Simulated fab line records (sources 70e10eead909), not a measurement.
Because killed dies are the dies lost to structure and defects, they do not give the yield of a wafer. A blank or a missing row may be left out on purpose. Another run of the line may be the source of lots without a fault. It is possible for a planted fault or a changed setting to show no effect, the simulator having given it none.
Matching of chambers || flow nand-harc || 4 sister chambers for NHARC_P_GATE_STRIP_108 on rie-diel-13
The step strips in O2. 18 wafers are shown with their chamber, then 9 later ones without.

== WAFERS PAIRED WITH THEIR CHAMBERS ==
{"wafer": "L082.1", "chamber": 2, "showerhead-plenum-p-Torr (Torr)": 3.72, "drypump-motor-current-A (A)": 5.5, "oes-product-au (a.u.)": 1.029}
{"wafer": "L082.2", "chamber": 1, "showerhead-plenum-p-Torr (Torr)": 3.47, "drypump-motor-current-A (A)": 5.5, "oes-product-au (a.u.)": 0.985}
{"wafer": "L082.3", "chamber": 0, "showerhead-plenum-p-Torr (Torr)": 3.30, "drypump-motor-current-A (A)": 5.3, "oes-product-au (a.u.)": 1.043}
{"wafer": "L082.4", "chamber": 3, "showerhead-plenum-p-Torr (Torr)": 3.36, "drypump-motor-current-A (A)": 4.9, "oes-product-au (a.u.)": 1.010}
{"wafer": "L082.5", "chamber": 2, "showerhead-plenum-p-Torr (Torr)": 3.72, "drypump-motor-current-A (A)": 5.4, "oes-product-au (a.u.)": 1.031}
{"wafer": "L082.6", "chamber": 1, "showerhead-plenum-p-Torr (Torr)": 3.47, "drypump-motor-current-A (A)": 5.5, "oes-product-au (a.u.)": 0.979}
{"wafer": "L081.2", "chamber": 1, "showerhead-plenum-p-Torr (Torr)": 3.47, "drypump-motor-current-A (A)": 5.6, "oes-product-au (a.u.)": 0.990}
{"wafer": "L081.3", "chamber": 3, "showerhead-plenum-p-Torr (Torr)": 3.36, "drypump-motor-current-A (A)": 4.9, "oes-product-au (a.u.)": 0.999}
{"wafer": "L081.5", "chamber": 0, "showerhead-plenum-p-Torr (Torr)": 3.30, "drypump-motor-current-A (A)": 5.3, "oes-product-au (a.u.)": 1.033}
{"wafer": "L084.1", "chamber": 0, "showerhead-plenum-p-Torr (Torr)": 3.29, "drypump-motor-current-A (A)": 5.3, "oes-product-au (a.u.)": 1.043}
{"wafer": "L084.2", "chamber": 3, "showerhead-plenum-p-Torr (Torr)": 3.36, "drypump-motor-current-A (A)": 5.0, "oes-product-au (a.u.)": 1.005}
{"wafer": "L084.3", "chamber": 1, "showerhead-plenum-p-Torr (Torr)": 3.46, "drypump-motor-current-A (A)": 5.6, "oes-product-au (a.u.)": 0.985}
{"wafer": "L088.1", "chamber": 3, "showerhead-plenum-p-Torr (Torr)": 3.36, "drypump-motor-current-A (A)": 5.0, "oes-product-au (a.u.)": 1.001}
{"wafer": "L088.2", "chamber": 2, "showerhead-plenum-p-Torr (Torr)": 3.71, "drypump-motor-current-A (A)": 5.4, "oes-product-au (a.u.)": 1.030}
{"wafer": "L088.4", "chamber": 0, "showerhead-plenum-p-Torr (Torr)": 3.29, "drypump-motor-current-A (A)": 5.3, "oes-product-au (a.u.)": 1.043}
{"wafer": "L087.3", "chamber": 1, "showerhead-plenum-p-Torr (Torr)": 3.46, "drypump-motor-current-A (A)": 5.6, "oes-product-au (a.u.)": 0.976}
{"wafer": "L087.4", "chamber": 3, "showerhead-plenum-p-Torr (Torr)": 3.36, "drypump-motor-current-A (A)": 4.9, "oes-product-au (a.u.)": 1.004}
{"wafer": "L087.5", "chamber": 2, "showerhead-plenum-p-Torr (Torr)": 3.71, "drypump-motor-current-A (A)": 5.4, "oes-product-au (a.u.)": 1.033}

SIGNATURES (averages over the wafers above)
{"reading": "showerhead-plenum-p-Torr", "chamber 0": 3.2950, "chamber 1": 3.4660, "chamber 2": 3.7150, "chamber 3": 3.3600, "scatter within a chamber": 0.00478}
{"reading": "drypump-motor-current-A", "chamber 0": 5.300, "chamber 1": 5.560, "chamber 2": 5.425, "chamber 3": 4.940, "scatter within a chamber": 0.0474}
{"reading": "oes-product-au", "chamber 0": 1.04050, "chamber 1": 0.98300, "chamber 2": 1.03075, "chamber 3": 1.00380, "scatter within a chamber": 0.00444}
Rule: a wafer's distance from a chamber is the root of the sum, over the readings, of the square of ((its reading less the chamber's mean) divided by the reading's scatter). The wafer belongs to the nearest chamber; if the next one is less than 2 further off, it can't be placed. The scatter is the square root of a quotient: the sum, over the shown wafers, of each reading's squared deviation from its chamber's mean, divided by wafers minus chambers.

== WAFERS WITH NO CHAMBER GIVEN ==
{"wafer": "L092.1", "showerhead-plenum-p-Torr (Torr)": 3.46, "drypump-motor-current-A (A)": 5.6, "oes-product-au (a.u.)": 0.982}
{"wafer": "L092.3", "showerhead-plenum-p-Torr (Torr)": 3.70, "drypump-motor-current-A (A)": 5.4, "oes-product-au (a.u.)": 1.031}
{"wafer": "L092.5", "showerhead-plenum-p-Torr (Torr)": 3.29, "drypump-motor-current-A (A)": 5.2, "oes-product-au (a.u.)": 1.036}
{"wafer": "L093.3", "showerhead-plenum-p-Torr (Torr)": 3.45, "drypump-motor-current-A (A)": 5.6, "oes-product-au (a.u.)": 0.989}
{"wafer": "L093.5", "showerhead-plenum-p-Torr (Torr)": 3.35, "drypump-motor-current-A (A)": 5.0, "oes-product-au (a.u.)": 1.015}
{"wafer": "L093.6", "showerhead-plenum-p-Torr (Torr)": 3.28, "drypump-motor-current-A (A)": 5.3, "oes-product-au (a.u.)": 1.037}
{"wafer": "L097.3", "showerhead-plenum-p-Torr (Torr)": 3.34, "drypump-motor-current-A (A)": 5.0, "oes-product-au (a.u.)": 1.003}
{"wafer": "L097.4", "showerhead-plenum-p-Torr (Torr)": 3.44, "drypump-motor-current-A (A)": 5.6, "oes-product-au (a.u.)": 0.981}
{"wafer": "L097.6", "showerhead-plenum-p-Torr (Torr)": 3.69, "drypump-motor-current-A (A)": 5.5, "oes-product-au (a.u.)": 1.013}

== EACH ONE'S CHAMBER ==
{"wafer": "L092.1", "from the rows above": 1, "in truth": 1}
{"wafer": "L092.3", "from the rows above": 2, "in truth": 2}
{"wafer": "L092.5", "from the rows above": 0, "in truth": 0}
{"wafer": "L093.3", "from the rows above": 1, "in truth": 1}
{"wafer": "L093.5", "from the rows above": 3, "in truth": 3}
{"wafer": "L093.6", "from the rows above": 0, "in truth": 0}
{"wafer": "L097.3", "from the rows above": 3, "in truth": 3}
{"wafer": "L097.4", "from the rows above": 1, "in truth": 1}
{"wafer": "L097.6", "from the rows above": 2, "in truth": 2}
Correctly placed: 9 of 9. From these rows, 0 cannot be placed. Number placed wrongly: 0.
